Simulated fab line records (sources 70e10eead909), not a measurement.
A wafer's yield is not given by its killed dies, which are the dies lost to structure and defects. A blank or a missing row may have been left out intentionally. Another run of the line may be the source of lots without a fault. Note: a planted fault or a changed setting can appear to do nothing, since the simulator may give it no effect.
Check for tools in common | flow nandHarc | Lots sampled 13, wafers sampled 39

== REASON FOR OPENING ==
On 1 of the 13 lots, a flag is raised at NHARC_P_ZERO_WELL_CD_MEAS_52 on the reading cdNm. Wafers without a fault read 2000.4 nm, standard deviation 2.6.
Rule: flag the lot when none of its wafers has a number, or when each of its wafers that has one lies beyond 4 standard deviations from that mean. The rest of the lots are taken to be sound.

lot  | measured    | on       | cdNm (nm), wafer by wafer | flag
L800 | day 1 17:56 | cdSem-02 | 1999.5 2003.9 2004.5      | 
L801 | day 1 23:52 | cdSem-02 | 1998.9 2000.1 1998.8      | 
L803 | day 2 11:47 | cdSem-01 | 2003.5 2003.8 1998.9      | 
L804 | day 2 17:57 | cdSem-03 | 2000.3 1999.4 2003.2      | 
L805 | day 2 23:55 | cdSem-03 | 1998.5 2001.8 2000.0      | 
L806 | day 3 05:47 | cdSem-01 | 1999.4 2005.9 2004.0      | 
L808 | day 3 17:57 | cdSem-03 | 1998.4 2002.0 2002.4      | 
L809 | day 4 00:27 | cdSem-01 | 1997.9 2002.0 2000.7      | 
L810 | day 4 05:40 | cdSem-03 | 1998.4 2002.6 2003.4      | 
L812 | day 4 17:31 | cdSem-03 | 1702.1 1701.0 1699.0      | FLAGGED
L813 | day 4 23:53 | cdSem-01 | 2004.0 2002.7 2004.3      | 
L822 | day 7 05:49 | cdSem-01 | 2000.1 1999.6 1997.4      | 
L823 | day 7 11:30 | cdSem-02 | 2000.3 2004.6 1999.5      | 
The numbers of the flagged lots are 1700.7 nm on average: -299.7 nm against the usual, or -99 or more standard deviations.

== EACH LOT AND THE TOOL IT RAN ON ==
The record holds 1 process step before the reading, out of a route of 1159 steps. Every cell lists first the tool, next ch and the chambers used by the sampled wafers, and last the start.
lot  | flag    | NHARC_P_ZERO_WELL_EXPOSE_49
L800 |         | krfScanner-03 ch 0, day 1 17:47
L801 |         | krfScanner-04 ch 0, day 1 23:42
L803 |         | krfScanner-04 ch 0, day 2 11:38
L804 |         | krfScanner-03 ch 0, day 2 17:47
L805 |         | krfScanner-01 ch 0, day 2 23:46
L806 |         | krfScanner-01 ch 0, day 3 05:38
L808 |         | krfScanner-01 ch 0, day 3 17:47
L809 |         | krfScanner-01 ch 0, day 4 00:18
L810 |         | krfScanner-01 ch 0, day 4 05:31
L812 | FLAGGED | krfScanner-03 ch 0, day 4 17:21
L813 |         | krfScanner-04 ch 0, day 4 23:44
L822 |         | krfScanner-04 ch 0, day 7 05:40
L823 |         | krfScanner-04 ch 0, day 7 11:21
These steps, and what they do:
- NHARC_P_ZERO_WELL_EXPOSE_49: exposes mask P HVPW, target cd 2000 nm.
- NHARC_P_ZERO_WELL_CD_MEAS_52: target cd 2000 nm.

== FLAGGED OVER TOTAL, TOOL BY TOOL (the gauges that took the reading come last) ==
step                         | tool          | lots run | flagged | share of the flagged lots | sound lots run after its first flagged lot
NHARC_P_ZERO_WELL_EXPOSE_49  | krfScanner-01 | 5        | 0       | none                      | -
NHARC_P_ZERO_WELL_EXPOSE_49  | krfScanner-03 | 3        | 1       | all                       | 0
NHARC_P_ZERO_WELL_EXPOSE_49  | krfScanner-04 | 5        | 0       | none                      | -
NHARC_P_ZERO_WELL_CD_MEAS_52 | cdSem-01      | 5        | 0       | none                      | -
NHARC_P_ZERO_WELL_CD_MEAS_52 | cdSem-02      | 3        | 0       | none                      | -
NHARC_P_ZERO_WELL_CD_MEAS_52 | cdSem-03      | 5        | 1       | all                       | 0

== WHAT THE TABLE ALLOWS ==
In 2 table rows, all flagged lots were run: krfScanner-03 (NHARC_P_ZERO_WELL_EXPOSE_49), cdSem-03 (NHARC_P_ZERO_WELL_CD_MEAS_52).
- krfScanner-03 at NHARC_P_ZERO_WELL_EXPOSE_49: 1 of its 3 lots flagged. Last sound lot L804 at day 2 17:47, first flagged lot L812 at day 4 17:21; a fault beginning in between fits.
- cdSem-03 at NHARC_P_ZERO_WELL_CD_MEAS_52: 1 of its 5 lots flagged. Last sound lot L810 at day 4 05:40, first flagged lot L812 at day 4 17:31; a fault beginning in between fits.
Because each of these 2 tools fits a fault that began at some hour, counting lots does not separate them. More lots, or a look at what each step does to the wafer, might.

== WHAT HAD BEEN PUT IN BY THE SIMULATOR ==
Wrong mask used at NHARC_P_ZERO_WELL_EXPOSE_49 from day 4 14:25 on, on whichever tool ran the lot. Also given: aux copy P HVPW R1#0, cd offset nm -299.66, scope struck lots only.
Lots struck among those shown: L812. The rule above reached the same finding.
